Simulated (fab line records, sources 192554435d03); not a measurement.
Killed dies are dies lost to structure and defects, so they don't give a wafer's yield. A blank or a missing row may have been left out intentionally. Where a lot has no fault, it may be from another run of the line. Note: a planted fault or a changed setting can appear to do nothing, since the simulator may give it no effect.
Which tool is to blame? :: flow n5Finfet :: 72 wafers from 24 lots sampled at 2 of the route's 1938 steps

WHAT EACH GAUGE READ, for each wafer
N5_BEOL_M12_THK_MEAS_50: measures by xrf. Usual: for M12_THK the level is 316 nm and the standard deviation is 4.4.
lot: L074
measured: day 11 12:31
on: filmMetro-01
M12_THK (nm): 313 316 320
flag: 

lot: L075
measured: day 11 12:57
on: filmMetro-02
M12_THK (nm): 320 320 325
flag: 

lot: L077
measured: day 11 17:45
on: filmMetro-02
M12_THK (nm): 320 327 322
flag: 

lot: L076
measured: day 11 18:31
on: filmMetro-01
M12_THK (nm): 309 305 308
flag: 

lot: L079
measured: day 12 06:51
on: filmMetro-02
M12_THK (nm): 313 318 321
flag: 

lot: L080
measured: day 12 06:58
on: filmMetro-01
M12_THK (nm): 312 309 311
flag: 

lot: L078
measured: day 12 08:15
on: filmMetro-01
M12_THK (nm): 319 318 321
flag: 

lot: L081
measured: day 12 16:04
on: filmMetro-01
M12_THK (nm): 315 321 311
flag: 

lot: L082
measured: day 12 23:34
on: filmMetro-02
M12_THK (nm): 315 317 310
flag: 

lot: L083
measured: day 13 05:59
on: filmMetro-01
M12_THK (nm): 315 313 315
flag: 

lot: L084
measured: day 13 13:13
on: filmMetro-02
M12_THK (nm): 314 308 316
flag: 

lot: L086
measured: day 13 13:55
on: filmMetro-01
M12_THK (nm): 320 312 320
flag: 

lot: L085
measured: day 13 22:47
on: filmMetro-01
M12_THK (nm): 309 318 312
flag: 

lot: L087
measured: day 14 13:02
on: filmMetro-01
M12_THK (nm): 315 310 311
flag: 

lot: L090
measured: day 14 23:14
on: filmMetro-02
M12_THK (nm): 317 325 317
flag: 

lot: L088
measured: day 15 00:32
on: filmMetro-02
M12_THK (nm): 315 308 314
flag: 

lot: L092
measured: day 15 03:10
on: filmMetro-01
M12_THK (nm): 315 321 317
flag: 

lot: L089
measured: day 15 11:53
on: filmMetro-01
M12_THK (nm): 315 313 320
flag: 

lot: L091
measured: day 15 17:33
on: filmMetro-01
M12_THK (nm): 319 312 314
flag: 

lot: L093
measured: day 15 19:16
on: filmMetro-02
M12_THK (nm): 319 316 317
flag: 

lot: L094
measured: day 16 12:15
on: filmMetro-02
M12_THK (nm): 312 314 326
flag: 

lot: L095
measured: day 16 13:10
on: filmMetro-01
M12_THK (nm): 312 313 314
flag: 

lot: L096
measured: day 16 20:04
on: filmMetro-01
M12_THK (nm): 317 313 315
flag: 

lot: L097
measured: day 17 05:17
on: filmMetro-01
M12_THK (nm): 324 313 311
flag: 

N5_BEOL_M12_INSPECT_55: inspects for defects (darkfield). Usual: rawDefectCount 68, standard deviation 23.
lot: L074
measured: day 11 12:40
on: defectInspect-01
rawDefectCount: 78 105 105
flag: 

lot: L075
measured: day 11 13:06
on: defectInspect-02
rawDefectCount: 74 63 45
flag: 

lot: L077
measured: day 11 17:54
on: defectInspect-02
rawDefectCount: 60 40 80
flag: 

lot: L076
measured: day 11 18:40
on: defectInspect-02
rawDefectCount: 51 71 99
flag: 

lot: L079
measured: day 12 07:01
on: defectInspect-02
rawDefectCount: 67 64 40
flag: 

lot: L080
measured: day 12 07:07
on: defectInspect-01
rawDefectCount: 67 77 59
flag: 

lot: L078
measured: day 12 08:24
on: defectInspect-02
rawDefectCount: 40 41 33
flag: 

lot: L081
measured: day 12 16:13
on: defectInspect-02
rawDefectCount: 40 89 54
flag: 

lot: L082
measured: day 12 23:44
on: defectInspect-01
rawDefectCount: 67 56 70
flag: 

lot: L083
measured: day 13 06:08
on: defectInspect-01
rawDefectCount: 48 70 84
flag: 

lot: L084
measured: day 13 13:22
on: defectInspect-02
rawDefectCount: 69 57 87
flag: 

lot: L086
measured: day 13 14:04
on: defectInspect-02
rawDefectCount: 62 108 73
flag: 

lot: L085
measured: day 13 22:56
on: defectInspect-02
rawDefectCount: 41 27 53
flag: 

lot: L087
measured: day 14 13:11
on: defectInspect-02
rawDefectCount: 50 58 66
flag: 

lot: L090
measured: day 14 23:25
on: defectInspect-02
rawDefectCount: 42 75 38
flag: 

lot: L088
measured: day 15 00:41
on: defectInspect-01
rawDefectCount: 91 74 89
flag: 

lot: L092
measured: day 15 03:19
on: defectInspect-01
rawDefectCount: 54 129 101
flag: 

lot: L089
measured: day 15 12:02
on: defectInspect-01
rawDefectCount: 75 60 73
flag: 

lot: L091
measured: day 15 17:42
on: defectInspect-02
rawDefectCount: 59 89 60
flag: 

lot: L093
measured: day 15 19:25
on: defectInspect-02
rawDefectCount: 49 26 31
flag: 

lot: L094
measured: day 16 12:24
on: defectInspect-01
rawDefectCount: 111 82 91
flag: 

lot: L095
measured: day 16 13:20
on: defectInspect-01
rawDefectCount: 73 53 66
flag: 

lot: L096
measured: day 16 20:13
on: defectInspect-02
rawDefectCount: 53 53 67
flag: 

lot: L097
measured: day 17 05:26
on: defectInspect-02
rawDefectCount: 59 37 59
flag: 

EACH LOT AND THE TOOL THAT RAN IT (in order: tool; ch and the chambers of the sampled wafers; start)
No process step before these readings appears in the record.

WHAT THE TOOLS THEMSELVES READ (means of the sampled wafers that have a number; where no wafer has one, the mark that the record gives instead)
The record holds no such reading with a usual standard deviation.

THE ANSWER, worked out from the rows above alone
Rule: a lot counts as off when the mean over its wafers that have a number is more than 3 standard deviations away from the usual mean. Also off: a lot with no number at a reading for which 4 or more lots have one. The other lots that the step has rows for count as sound. After the gauges, taken in route order, come the tools' own readings; for these a lot's mean is taken, as printed above. The first step at which some lot is off is used, and at that step the reading that is off furthest; a lot without a number counts as furthest.
None of the lots is off at any reading shown; this tells nothing.

WHAT THE SIMULATOR HAD INSERTED
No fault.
